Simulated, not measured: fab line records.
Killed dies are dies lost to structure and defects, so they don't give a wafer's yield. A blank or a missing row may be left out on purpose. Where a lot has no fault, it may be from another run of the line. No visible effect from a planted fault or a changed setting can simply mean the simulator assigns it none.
Comparing a struck lot with a sound one	flow n5Finfet	15 steps out of a route of 1938
Sound: these wafers, L365.3, L365.4, L365.5. Struck: wafer L371.6. (L371.4 of the same lot was not struck and is left out.) The cause comes at the end.
Order at every step that has rows: each side's tool, ch and its chambers, its first start. Under that, the readings that differ: sound wafers	struck wafers	difference of the means	sigmas: that difference in standard deviations of wafers without a fault.
alike: readings with means less than 2 such deviations apart, plus words and numbers identical on both sides. not compared: withheld readings, readings lacking a value on some wafer, bounds such as >300 that could conceal the same value, and numbers that have no deviation in the record and whose values overlap.
A row with sigmas, a row that says differs or no value, or rows on one side alone: a step with any of these is where the two part. Non-overlapping numbers with no deviation appear without sigmas and do not part them. A reading missing from all wafers of one side parts the sides only when that side holds two or more wafers.

N5_BEOL_M6_OVL_MEAS_29:
  sound on overlay-01 ch 0, day 9 17:56; struck on overlay-02 ch 0, day 11 06:16
  alike: V5_OVL
N5_BEOL_M6_INSPECT_30: inspects for defects (brightfield).
  sound: defectInspect-01 at day 9 17:59; struck: defectInspect-02 at day 11 06:18
  alike: rawDefectCount
N5_BEOL_M6_DESCUM_33: chemistry O2, time 7 s.
  sound on rieDiel-03 ch 1,2, day 9 18:01; struck on rieDiel-01 ch 3, day 11 06:36
  alike: drypumpMotorCurrentA, o2FlowSccm, oesProductAu, rfVppV, showerheadPlenumPTorr, throttleValvePct
  not compared: rfHoursCounterH
then, 1 step without rows for these wafers: N5_BEOL_M6_ETCH_72 (etches underlayer in N2/H2, target depth 6.5 nm, time 5.2 s).
N5_BEOL_M6_ETCH_65: etches SiARC in CF4, target depth 15.6 nm, time 26 s.
  sound on rieDiel-03 ch 1,2, day 9 18:04; struck on rieDiel-01 ch 3, day 11 06:39
  alike: drypumpMotorCurrentA, etchRfOnTimeS, oesProductAu, rfVppV, showerheadPlenumPTorr, throttleValvePct
  not compared: rfHoursCounterH
N5_BEOL_M6_ETCH_66: etches SOC in N2/H2, target depth 80 nm, overetch 16 nm, time 120 s.
  sound on rieDiel-03 ch 1,2, day 9 18:05; struck on rieDiel-01 ch 3, day 11 06:41
reading	sound	struck	difference	sigmas
h2FlowSccm (sccm)	198.5 199.9 199.6	201.2	+1.9	+3
throttleValvePct (%)	17.68 17.33 17.33	18.17	+0.72	+3
  alike: drypumpMotorCurrentA, n2FlowSccm, oesProductAu, rfVppV, showerheadPlenumPTorr
  not compared: rfHoursCounterH
then, 5 steps without rows for these wafers: N5_BEOL_M6_STRIP_69 (strips in N2/H2); N5_BEOL_M6_STRIP_73 (strips in N2/H2); N5_BEOL_M6_VIA_ETCH_34 (etches SiCOH lowk in C4F6/O2, target depth 126.3 nm, time 50.9 s); N5_BEOL_M6_STRIP_76 (strips in C4F6/O2); N5_BEOL_M6_STRIP_36 (strips in N2/H2).
N5_BEOL_M6_TRENCH_ETCH_37: etches SiCOH lowk in C4F6/O2, target depth 94.435 nm, time 31.5 s.
  sound on rieDiel-03 ch 1,2; struck on rieDiel-01 ch 3
  alike: drypumpMotorCurrentA, oes_ar_750_au, oesProductAu, rfVppV, showerheadPlenumPTorr, throttleValvePct
  not compared: rfHoursCounterH
N5_BEOL_M6_ETCH_41: etches SiCN in CH3F/O2, target depth 29.7 nm, time 52 s.
  sound on rieDiel-03 ch 1,2, day 9 18:19; struck on rieDiel-01 ch 3, day 11 06:55
reading	sound	struck	difference	sigmas
oesProductAu (a.u.)	0.77 0.88 0.88	0.65	-0.19	-2
model.etch.depthNm (nm)	20.17 20.67 20.66	16.58	-3.92	
  alike: drypumpMotorCurrentA, rfVppV, showerheadPlenumPTorr, throttleValvePct
  not compared: rfHoursCounterH
N5_BEOL_M6_STRIP_80: strips in N2/H2, time 10 s.
  sound on rieDiel-03 ch 1,2; struck on rieDiel-01 ch 3
reading	sound	struck	difference	sigmas
n2FlowSccm (sccm)	200.1 200.0 199.4	200.9	+1.1	+2
throttleValvePct (%)	23.3 22.9 22.9	24.1	+1.1	+3
  alike: drypumpMotorCurrentA, h2FlowSccm, oesProductAu, rfVppV, showerheadPlenumPTorr
  not compared: rfHoursCounterH
-- the record jumps here: 3 days lie between the struck wafers' starts before and after (it left off in module BEOL_M6 and takes up again in module PASSIVATION, whose first step shown is number 1936 of the route) --
N5_PASSIVATION_PROBE_49:
  only the struck wafers here have rows in the record (prober-02, day 14 16:42); the sound ones have none

== WHERE THEY PART ==
Last at N5_PASSIVATION_PROBE_49 as far as this record goes, first at N5_BEOL_M6_ETCH_66.

WHY: whatever the simulator had introduced
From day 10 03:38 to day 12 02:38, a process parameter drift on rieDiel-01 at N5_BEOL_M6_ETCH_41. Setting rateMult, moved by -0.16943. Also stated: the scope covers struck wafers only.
